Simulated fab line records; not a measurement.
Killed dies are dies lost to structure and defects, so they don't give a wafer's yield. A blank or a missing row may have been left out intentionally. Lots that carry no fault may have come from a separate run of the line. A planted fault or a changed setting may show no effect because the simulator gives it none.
One fault through the eyes of 2 desks + flow nandHarc + what lay behind the numbers comes last; until then each desk has only its own

== METROLOGY DESK ==
What the gauges read for every lot (on any tool): the sampled wafers with a number, averaged. A lot is out of limits, marked OUT, if its mean lies more than 4 standard deviations from the usual mean; the brackets give that distance.
Columns: A = overlayXNm at NHARC_A_SLIT_OVL_MEAS_10, usual 0.1 nm; B = overlayYNm at NHARC_A_SLIT_OVL_MEAS_10, usual 0.4 nm
| lot  | first seen here | A    | B    |
|------|-----------------|------|------|
| L681 | day 14 18:17    | 0.9  | 0.2  |
| L682 | day 14 18:35    | -1.0 | -0.6 |
| L684 | day 14 19:07    | 0.7  | -0.9 |
| L680 | day 14 20:26    | 0.6  | 0.8  |
| L686 | day 16 10:00    | -1.1 | -0.1 |
| L692 | day 17 11:56    | -1.6 | -0.9 |
| L691 | day 17 12:05    | 0.2  | 1.4  |
| L697 | day 18 08:29    | 0.4  | 0.6  |
| L693 | day 19 01:08    | -2.0 | 1.1  |
| L695 | day 19 02:56    | -0.1 | 0.6  |
| L700 | day 19 06:43    | 1.3  | -0.0 |
| L699 | day 19 07:41    | 1.1  | 0.9  |
| L702 | day 19 21:05    | 0.2  | 0.6  |
| L701 | day 19 22:23    | 1.4  | 1.6  |
Result from this desk: across the 14 lots, nothing is out of limits.

== AT THE TOOL OWNER'S DESK: aldMetal-01 ==
The tool's own readings at NHARC_A_WL_FILL_ALD_02 (deposits TiN, target thk 2 nm, pulse time 3 s, ald cycles 100): means of the sampled wafers that have a number, for each lot that ran on this tool. A lot is out of limits, marked OUT, if its mean lies more than 4 standard deviations from the usual mean; the brackets give that distance.
Columns: A = heaterPowerW at NHARC_A_WL_FILL_ALD_02, usual 1107 W; B = precursorPulseHeightRel at NHARC_A_WL_FILL_ALD_02, usual 1.000
| lot  | first seen here | A    | B     |
|------|-----------------|------|-------|
| L680 | day 15 09:30    | 1054 | 0.997 |
| L686 | day 16 23:17    | 1073 | 1.016 |
| L691 | day 18 03:19    | 1132 | 0.984 |
Result from this desk: across the 3 lots, nothing is out of limits.

== TAKEN TOGETHER ==
From the metrology desk's view, nothing was out of limits.
Nothing out of limits was seen by the tool owner's desk.

== WHAT HAD BEEN PUT IN BY THE SIMULATOR ==
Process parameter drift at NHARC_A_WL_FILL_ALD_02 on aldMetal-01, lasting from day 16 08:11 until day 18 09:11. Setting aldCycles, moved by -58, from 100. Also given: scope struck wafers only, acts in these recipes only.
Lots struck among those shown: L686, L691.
